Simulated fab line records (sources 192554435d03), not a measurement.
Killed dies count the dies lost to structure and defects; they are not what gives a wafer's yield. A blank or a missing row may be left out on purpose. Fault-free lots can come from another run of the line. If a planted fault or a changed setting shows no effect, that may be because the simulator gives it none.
Which of the tools did it? + flow n5Finfet + 25 wafers from 10 lots sampled at 7 of the route's 1938 steps

== WHAT EACH GAUGE READ, for each wafer ==
N5_BEOL_M4_THK_MEAS_01. Usual: M4_ILD_THK 79.1 nm, standard deviation 0.9.
| lot  | measured     | on           | M4_ILD_THK (nm) | flag |
|------|--------------|--------------|-----------------|------|
| L549 | day 7 11:01  | filmMetro-02 | 78.8 79.2       |      |
| L556 | day 9 07:55  | filmMetro-02 | 78.4 80.2       |      |
| L557 | day 9 18:37  | filmMetro-02 | 77.6 79.4       |      |
| L558 | day 10 05:07 | filmMetro-01 | 81.0 81.5 80.3  |      |
| L560 | day 10 10:02 | filmMetro-02 | 78.4 80.1       |      |
| L563 | day 10 19:29 | filmMetro-01 | 79.4 79.8 80.3  |      |
| L564 | day 11 21:04 | filmMetro-02 | 77.7 78.7 80.0  |      |
| L565 | day 12 01:22 | filmMetro-01 | 78.9 80.7 79.8  |      |
| L569 | day 12 19:57 | filmMetro-02 | 78.5 79.8       |      |
| L572 | day 13 12:28 | filmMetro-02 | 77.6 77.7 78.9  |      |

N5_BEOL_M4_CD_MEAS_11 targets a cd of 16.79 nm. Usual: cdNm 16.73 nm, standard deviation 0.25.
| lot  | measured     | on       | cdNm (nm)         | flag |
|------|--------------|----------|-------------------|------|
| L549 | day 7 12:03  | cdSem-01 | 16.81 16.79       |      |
| L556 | day 9 10:16  | cdSem-03 | 16.68 16.62       |      |
| L557 | day 9 21:19  | cdSem-02 | 16.66 16.71       |      |
| L558 | day 10 06:25 | cdSem-01 | 16.52 16.44 16.67 |      |
| L560 | day 10 11:03 | cdSem-02 | 16.30 16.45       |      |
| L563 | day 10 22:02 | cdSem-02 | 16.59 16.78 17.03 |      |
| L564 | day 11 22:13 | cdSem-03 | 16.78 16.60 16.91 |      |
| L565 | day 12 02:10 | cdSem-02 | 11.82 11.36 11.87 | OFF  |
| L569 | day 13 00:42 | cdSem-01 | 16.64 16.97       |      |
| L572 | day 13 13:35 | cdSem-02 | 16.84 17.30 17.09 |      |

N5_BEOL_M4_CD_MEAS_18: pitch 36 nm, target cd 18 nm. Usual: cdNm 17.9 nm, standard deviation 0.4.
| lot  | measured     | on       | cdNm (nm)      | flag |
|------|--------------|----------|----------------|------|
| L549 | day 7 12:37  | cdSem-02 | 18.2 18.3      |      |
| L556 | day 9 10:49  | cdSem-03 | 17.4 18.1      |      |
| L557 | day 9 21:59  | cdSem-03 | 17.9 18.5      |      |
| L558 | day 10 07:05 | cdSem-02 | 17.7 18.4 17.7 |      |
| L560 | day 10 11:37 | cdSem-03 | 18.0 17.9      |      |
| L563 | day 10 22:43 | cdSem-03 | 18.0 17.1 17.6 |      |
| L564 | day 11 22:55 | cdSem-01 | 18.5 18.3 18.3 |      |
| L565 | day 12 02:43 | cdSem-03 | 12.3 13.0 12.4 | OFF  |
| L569 | day 13 01:16 | cdSem-03 | 17.9 17.9      |      |
| L572 | day 13 14:08 | cdSem-02 | 17.9 18.6 17.5 |      |

N5_BEOL_M4_RC_MEAS_101. Usual: DIBL_N 36.3 mV/V, standard deviation 1.6; DIBL_P 36.2 mV/V, standard deviation 2; IOFF_N 0.160 nA/um, standard deviation 0.028; IOFF_P 0.21 nA/um, standard deviation 0.036; ION_N 677 uA/um, standard deviation 11; ION_P 465 uA/um, standard deviation 6.9; SS_N 71.5 mV/dec, standard deviation 0.55; SS_P 73.3 mV/dec, standard deviation 0.64; VT_N 250 mV, standard deviation 3; VT_P -250 mV, standard deviation 3.5.
| lot  | measured     | on        | DIBL_N (mV/V)  | DIBL_P (mV/V)  | IOFF_N (nA/um)    | IOFF_P (nA/um) | ION_N (uA/um) | ION_P (uA/um) | SS_N (mV/dec)  | SS_P (mV/dec)  | VT_N (mV)   | VT_P (mV)      | flag |
|------|--------------|-----------|----------------|----------------|-------------------|----------------|---------------|---------------|----------------|----------------|-------------|----------------|------|
| L549 | day 7 20:53  | prober-01 | 40.7 39.1      | 40.5 38.7      | 0.246 0.186       | 0.30 0.25      | 688 671       | 472 466       | 71.9 72.2      | 73.7 74.2      | 243 247     | -246 -248      |      |
| L556 | day 9 17:41  | prober-01 | 37.7 35.0      | 40.4 36.8      | 0.219 0.160       | 0.27 0.20      | 702 675       | 478 459       | 71.6 71.2      | 74.7 72.7      | 243 250     | -248 -252      |      |
| L557 | day 10 06:52 | prober-01 | 34.8 36.5      | 33.0 35.5      | 0.131 0.164       | 0.20 0.24      | 651 671       | 456 465       | 71.4 71.7      | 72.0 73.1      | 253 249     | -250 -245      |      |
| L558 | day 10 15:08 | prober-01 | 37.8 38.0 37.6 | 38.9 39.1 38.2 | 0.187 0.190 0.177 | 0.29 0.29 0.27 | 684 688 673   | 478 479 469   | 71.4 72.1 71.1 | 73.6 73.4 73.6 | 246 248 248 | -243 -243 -244 |      |
| L560 | day 10 19:26 | prober-01 | 38.4 36.8      | 39.4 37.8      | 0.207 0.172       | 0.26 0.22      | 691 670       | 466 456       | 71.6 71.4      | 74.6 74.6      | 246 249     | -249 -252      |      |
| L563 | day 11 05:39 | prober-01 | 37.1 36.4 37.3 | 37.1 36.7 37.1 | 0.172 0.171 0.188 | 0.22 0.21 0.21 | 685 678 676   | 467 462 463   | 71.9 72.1 71.7 | 73.7 73.8 73.6 | 251 249 249 | -254 -251 -252 |      |
| L564 | day 12 11:51 | prober-01 | 39.2 36.6 36.7 | 41.0 37.4 37.9 | 0.242 0.177 0.181 | 0.30 0.23 0.24 | 688 682 679   | 471 470 469   | 72.4 72.3 72.8 | 74.4 73.9 73.5 | 243 247 247 | -245 -248 -246 |      |
| L569 | day 13 12:14 | prober-01 | 33.4 32.2      | 31.5 30.3      | 0.118 0.107       | 0.16 0.15      | 669 668       | 455 461       | 71.0 69.9      | 72.4 72.7      | 252 255     | -255 -254      |      |
| L572 | day 13 21:29 | prober-02 | 36.5 35.6 36.0 | 36.4 35.2 35.8 | 0.155 0.144 0.139 | 0.19 0.16 0.17 | 671 678 670   | 453 456 452   | 72.0 71.4 71.6 | 73.5 73.4 73.5 | 250 251 249 | -254 -257 -253 |      |

== EACH LOT AND THE TOOL THAT RAN IT (in order: tool; ch and the chambers of the sampled wafers; start) ==
| lot  | N5_BEOL_M4_HM_DEP_02        | N5_BEOL_M4_EXPOSE_08             | N5_BEOL_M4_ETCH_63                |
|------|-----------------------------|----------------------------------|-----------------------------------|
| L549 | pvdSputter-01, day 7 11:40  | euvScanner-01 ch 0, day 7 11:55  | rieDiel-03 ch 1,3, day 7 12:13    |
| L556 | pvdSputter-01, day 9 09:44  | euvScanner-02 ch 0, day 9 10:09  | rieDiel-02 ch 0,3, day 9 10:26    |
| L557 | pvdSputter-03, day 9 20:55  | euvScanner-02 ch 0, day 9 21:11  | rieDiel-03 ch 2,3, day 9 21:29    |
| L558 | pvdSputter-02, day 10 06:01 | euvScanner-02 ch 0, day 10 06:18 | rieDiel-02 ch 0,1, day 10 06:37   |
| L560 | pvdSputter-01, day 10 10:40 | euvScanner-02 ch 0, day 10 10:56 | rieDiel-06 ch 2, day 10 11:14     |
| L563 | pvdSputter-03, day 10 21:38 | euvScanner-02 ch 0, day 10 21:54 | rieDiel-02 ch 0,1,3, day 10 22:13 |
| L564 | pvdSputter-02, day 11 21:49 | euvScanner-02 ch 0, day 11 22:05 | rieDiel-06 ch 1,3, day 11 22:31   |
| L565 | pvdSputter-03, day 12 01:38 | euvScanner-02 ch 0, day 12 02:02 | rieDiel-03 ch 0,1, day 12 02:20   |
| L569 | pvdSputter-02, day 13 00:11 | euvScanner-01 ch 0, day 13 00:35 | rieDiel-06 ch 0,3, day 13 00:53   |
| L572 | pvdSputter-03, day 13 13:04 | euvScanner-01 ch 0, day 13 13:27 | rieDiel-06 ch 0,2,3, day 13 13:45 |
- N5_BEOL_M4_HM_DEP_02: deposits TiN, target thk 20 nm.
- N5_BEOL_M4_EXPOSE_08: exposes mask M4.
- N5_BEOL_M4_ETCH_63: etches SiARC in CF4, target depth 15.6 nm, time 26 s.

== WHAT THE TOOLS THEMSELVES READ (means of the sampled wafers that have a number; where no wafer has one, the mark that the record gives instead) ==
N5_BEOL_M4_HM_DEP_02. Usual: chamberPressurePa 0.4999 Pa, standard deviation 0.001; throttleValvePct 30.2 %, standard deviation 0.91.
| lot  | tool          | chamberPressurePa (Pa) | throttleValvePct (%) | flag |
|------|---------------|------------------------|----------------------|------|
| L549 | pvdSputter-01 | 0.5003                 | 30.8                 |      |
| L556 | pvdSputter-01 | 0.4996                 | 30.5                 |      |
| L557 | pvdSputter-03 | 0.4994                 | 30.7                 |      |
| L558 | pvdSputter-02 | 0.4993                 | 29.8                 |      |
| L560 | pvdSputter-01 | 0.4993                 | 30.4                 |      |
| L563 | pvdSputter-03 | 0.4997                 | 30.6                 |      |
| L564 | pvdSputter-02 | 0.4999                 | 29.4                 |      |
| L565 | pvdSputter-03 | 0.5001                 | 30.7                 |      |
| L569 | pvdSputter-02 | 0.4994                 | 29.1                 |      |
| L572 | pvdSputter-03 | 0.5004                 | 30.5                 |      |

N5_BEOL_M4_EXPOSE_08. Usual: exposureDoseMJCm2 41.6, standard deviation 0.54.
| lot  | tool          | exposureDoseMJCm2 | flag |
|------|---------------|-------------------|------|
| L549 | euvScanner-01 | 41.1              |      |
| L556 | euvScanner-02 | 42.2              |      |
| L557 | euvScanner-02 | 42.2              |      |
| L558 | euvScanner-02 | 42.2              |      |
| L560 | euvScanner-02 | 42.2              |      |
| L563 | euvScanner-02 | 42.1              |      |
| L564 | euvScanner-02 | 42.2              |      |
| L565 | euvScanner-02 | 34.2              | OFF  |
| L569 | euvScanner-01 | 41.0              |      |
| L572 | euvScanner-01 | 41.1              |      |

N5_BEOL_M4_ETCH_63. Usual: drypumpMotorCurrentA 5.7 A, standard deviation 0.47; etchRfOnTimeS 25.5 s, standard deviation 0.61; oesProductAu 0.72 a.u., standard deviation 0.063; rfVppV 184.3 V, standard deviation 1.2; showerheadPlenumPTorr 2.17 Torr, standard deviation 0.06; throttleValvePct 15.46 %, standard deviation 0.25.
| lot  | tool       | drypumpMotorCurrentA (A) | etchRfOnTimeS (s) | oesProductAu (a.u.) | rfVppV (V) | showerheadPlenumPTorr (Torr) | throttleValvePct (%) | flag |
|------|------------|--------------------------|-------------------|---------------------|------------|------------------------------|----------------------|------|
| L549 | rieDiel-03 | 5.7                      | 25.8              | 0.77                | 185.6      | 2.22                         | 15.34                |      |
| L556 | rieDiel-02 | 5.7                      | 25.5              | 0.73                | 183.7      | 2.13                         | 15.54                |      |
| L557 | rieDiel-03 | 5.5                      | 25.9              | 0.73                | 184.9      | 2.21                         | 15.52                |      |
| L558 | rieDiel-02 | 5.9                      | 25.7              | 0.81                | 184.9      | 2.16                         | 15.38                |      |
| L560 | rieDiel-06 | 5.2                      | 25.1              | 0.72                | 184.3      | 2.16                         | 15.15                |      |
| L563 | rieDiel-02 | 5.7                      | 25.7              | 0.75                | 183.9      | 2.15                         | 15.43                |      |
| L564 | rieDiel-06 | 5.9                      | 24.5              | 0.69                | 184.6      | 2.18                         | 15.51                |      |
| L565 | rieDiel-03 | 6.0                      | 25.9              | 0.69                | 184.2      | 2.19                         | 15.77                |      |
| L569 | rieDiel-06 | 6.0                      | 25.1              | 0.69                | 185.9      | 2.24                         | 15.30                |      |
| L572 | rieDiel-06 | 5.7                      | 25.4              | 0.69                | 184.6      | 2.21                         | 15.28                |      |

== THE ANSWER, worked out from the rows above alone ==
Rule: take the mean of a lot's wafers that have a number; if it is more than 3 standard deviations from the usual mean, the lot is off. A lot without any number at a reading at which 4 lots or more have one is off too. The other lots that the step has rows for count as sound. After the gauges, taken in route order, come the tools' own readings; for these a lot's mean is taken, as printed above. The first step at which some lot is off is used, and at that step the reading that is off furthest; a lot without a number counts as furthest.
Off at N5_BEOL_M4_CD_MEAS_11 (cdNm): L565.
A tool fits if, at a process step before that reading, it ran every lot that is off, and no sound lot after the first of them. The gauges at N5_BEOL_M4_CD_MEAS_11 aren't tried: what is off there is off at N5_BEOL_M4_CD_MEAS_18 too, on other tools, and a gauge's error can't cause that. One fits: N5_BEOL_M4_EXPOSE_08 on euvScanner-02. Its last sound lot is L564 (day 11 22:05), its first lot that is off L565 (day 12 02:02): a fault that began between those two fits.
The tool's own readings at N5_BEOL_M4_EXPOSE_08 bear it out: on the lots that are off they differ by more than 5 times the standard deviation of the sound lots' means. exposureDoseMJCm2 reads 34.2 there against 41.8 on the sound lots.

== WHAT THE SIMULATOR HAD PUT IN ==
Process parameters drifting: euvScanner-02 at N5_BEOL_M4_EXPOSE_08, beginning at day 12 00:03. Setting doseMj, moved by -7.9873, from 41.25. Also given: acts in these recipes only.
Struck lots among those shown: L565. The rule given above showed the same thing.
